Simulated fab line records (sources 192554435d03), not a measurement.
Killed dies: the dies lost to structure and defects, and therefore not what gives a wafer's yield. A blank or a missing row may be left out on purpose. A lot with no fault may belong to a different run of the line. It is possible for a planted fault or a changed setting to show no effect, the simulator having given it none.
The tool behind it: which one? ; flow n5Finfet ; 11 lots, 33 wafers sampled, at 4 steps of a route of 1938

== WHAT THE GAUGES SHOWED, per wafer ==
N5_BEOL_M13_CD_MEAS_10 targets a cd of 190 nm. Usual: cdNm 190.4 nm, standard deviation 1.
lot;measured;on;cdNm (nm);flag
L261;day 12 12:23;cdSem-03;192.1 189.5 192.3;
L267;day 14 04:31;cdSem-01;190.7 191.1 189.2;
L269;day 14 19:31;cdSem-02;190.5 190.2 189.6;
L273;day 14 23:52;cdSem-02;190.5 189.8 191.2;
L270;day 15 19:38;cdSem-01;188.2 189.1 190.4;
L272;day 15 23:20;cdSem-02;190.5 188.3 190.3;
L274;day 16 00:39;cdSem-03;190.5 190.9 188.5;
L277;day 17 15:07;cdSem-01;189.9 191.8 192.1;
L280;day 18 04:17;cdSem-03;192.6 190.2 191.3;
L279;day 18 04:37;cdSem-01;188.8 190.0 191.0;
L278;day 18 10:12;cdSem-02;189.7 189.0 190.8;

== EACH LOT AND THE TOOL THAT RAN IT (in order: tool; ch and the chambers of the sampled wafers; start) ==
lot;N5_BEOL_M12_DESCUM_33;N5_BEOL_M12_SPUTTER_43;N5_BEOL_M12_ANNEAL_48
L261;rieDiel-04 ch 1,3, day 12 07:42;pvdSputter-02, day 12 10:44;rtpAnneal-02 ch 0, day 12 11:15
L267;rieDiel-01 ch 0,1,3, day 14 00:00;pvdSputter-02, day 14 02:47;rtpAnneal-01 ch 0, day 14 03:25
L269;rieDiel-03 ch 1,2,3, day 14 13:27;pvdSputter-01, day 14 17:18;rtpAnneal-02, day 14 18:13
L273;rieDiel-01 ch 0,1,2, day 14 21:01;pvdSputter-02, day 14 22:04;rtpAnneal-01, day 14 22:29
L270;rieDiel-03 ch 0,2,3, day 15 15:39;pvdSputter-03, day 15 17:59;rtpAnneal-02, day 15 18:28
L272;rieDiel-03 ch 1,2,3, day 15 17:31;pvdSputter-01, day 15 21:32;rtpAnneal-01 ch 0, day 15 22:01
L274;rieDiel-04 ch 0,1,2, day 15 19:55;pvdSputter-02, day 15 22:59;rtpAnneal-02 ch 0, day 15 23:28
L277;rieDiel-03 ch 0,1,2, day 17 09:50;pvdSputter-01, day 17 13:25;rtpAnneal-01 ch 0, day 17 13:53
L280;rieDiel-01 ch 0,1,3, day 17 21:34;pvdSputter-02, day 18 02:31;rtpAnneal-01 ch 0, day 18 02:59
L279;rieDiel-03 ch 0,1, day 18 01:13;pvdSputter-03, day 18 02:41;rtpAnneal-01 ch 0, day 18 03:15
L278;rieDiel-03 ch 1,2,3, day 18 04:58;pvdSputter-03, day 18 08:25;rtpAnneal-02 ch 0, day 18 08:56
- N5_BEOL_M12_DESCUM_33: chemistry O2, time 7.9 s.
- N5_BEOL_M12_SPUTTER_43: material TaN, target thk 15 nm, time 24.19 s.
- N5_BEOL_M12_ANNEAL_48: time 90 s.

== WHAT THE TOOLS THEMSELVES READ (means of the sampled wafers that have a number; where no wafer has one, the mark that the record gives instead) ==
N5_BEOL_M12_DESCUM_33. Usual: drypumpMotorCurrentA 5.5 A, standard deviation 0.31; oesProductAu 0.82 a.u., standard deviation 0.088; rfVppV 243.2 V, standard deviation 1.6; showerheadPlenumPTorr 2.10 Torr, standard deviation 0.084; throttleValvePct 20.31 %, standard deviation 0.26.
lot;tool;drypumpMotorCurrentA (A);oesProductAu (a.u.);rfVppV (V);showerheadPlenumPTorr (Torr);throttleValvePct (%);flag
L261;rieDiel-04;5.4;0.70;241.5;2.03;20.36;
L267;rieDiel-01;5.4;0.92;243.5;2.13;20.07;
L269;rieDiel-03;5.4;0.85;243.7;2.16;20.56;
L273;rieDiel-01;5.6;0.86;243.3;2.11;20.20;
L270;rieDiel-03;5.4;0.83;244.5;2.16;20.40;
L272;rieDiel-03;5.4;0.83;244.2;2.16;20.57;
L274;rieDiel-04;5.6;0.92;243.7;2.10;20.01;
L277;rieDiel-03;5.5;0.84;243.6;2.15;20.34;
L280;rieDiel-01;5.4;0.85;245.0;2.11;20.11;
L279;rieDiel-03;5.8;0.84;243.6;2.12;20.29;
L278;rieDiel-03;5.4;0.82;243.8;2.15;20.60;

N5_BEOL_M12_SPUTTER_43. Usual: throttleValvePct 29.2 %, standard deviation 1.3.
lot;tool;throttleValvePct (%);flag
L261;pvdSputter-02;30.0;
L267;pvdSputter-02;30.5;
L269;pvdSputter-01;29.2;
L273;pvdSputter-02;29.8;
L270;pvdSputter-03;29.6;
L272;pvdSputter-01;29.2;
L274;pvdSputter-02;29.7;
L277;pvdSputter-01;29.6;
L280;pvdSputter-02;27.8;
L279;pvdSputter-03;29.6;
L278;pvdSputter-03;29.4;

N5_BEOL_M12_ANNEAL_48. Usual: annealTempC 225.00 C, standard deviation 0.16; annealTempCMax 226.4, standard deviation 0.51; wafer_temp_C_max 226.0, standard deviation 0.34.
lot;tool;annealTempC (C);annealTempCMax;wafer_temp_C_max;flag
L261;rtpAnneal-02;225.00;226.0;226.2;
L267;rtpAnneal-01;225.08;226.8;225.9;
L269;rtpAnneal-02;-;-;-;OFF
L273;rtpAnneal-01;-;-;-;OFF
L270;rtpAnneal-02;-;-;-;OFF
L272;rtpAnneal-01;224.95;227.0;226.0;
L274;rtpAnneal-02;224.98;225.9;226.3;
L277;rtpAnneal-01;225.05;226.8;226.1;
L280;rtpAnneal-01;224.97;226.5;225.9;
L279;rtpAnneal-01;224.87;226.7;225.6;
L278;rtpAnneal-02;225.08;225.9;226.3;

== THE ANSWER, worked out from the rows above alone ==
Rule: a lot is off if the mean of its wafers that have a number lies more than 3 standard deviations from the usual mean. A lot without any number at a reading at which 4 lots or more have one is off too. Any other lot the step has rows for is counted as sound. Order of review: gauges by route order, followed by the tools' own readings, for which a lot's mean as printed above is used. The first step at which some lot is off is used, and at that step the reading that is off furthest; a lot without a number counts as furthest.
Off, at N5_BEOL_M12_ANNEAL_48 on annealTempC: L269, L273, L270. Without a number there: L269, L273, L270.
If a tool, at that step or one of the process steps before it, ran each lot that is off and ran no sound lot following the first of them, it fits. No candidate that was tried fits.

== WHAT HAD BEEN PUT IN BY THE SIMULATOR ==
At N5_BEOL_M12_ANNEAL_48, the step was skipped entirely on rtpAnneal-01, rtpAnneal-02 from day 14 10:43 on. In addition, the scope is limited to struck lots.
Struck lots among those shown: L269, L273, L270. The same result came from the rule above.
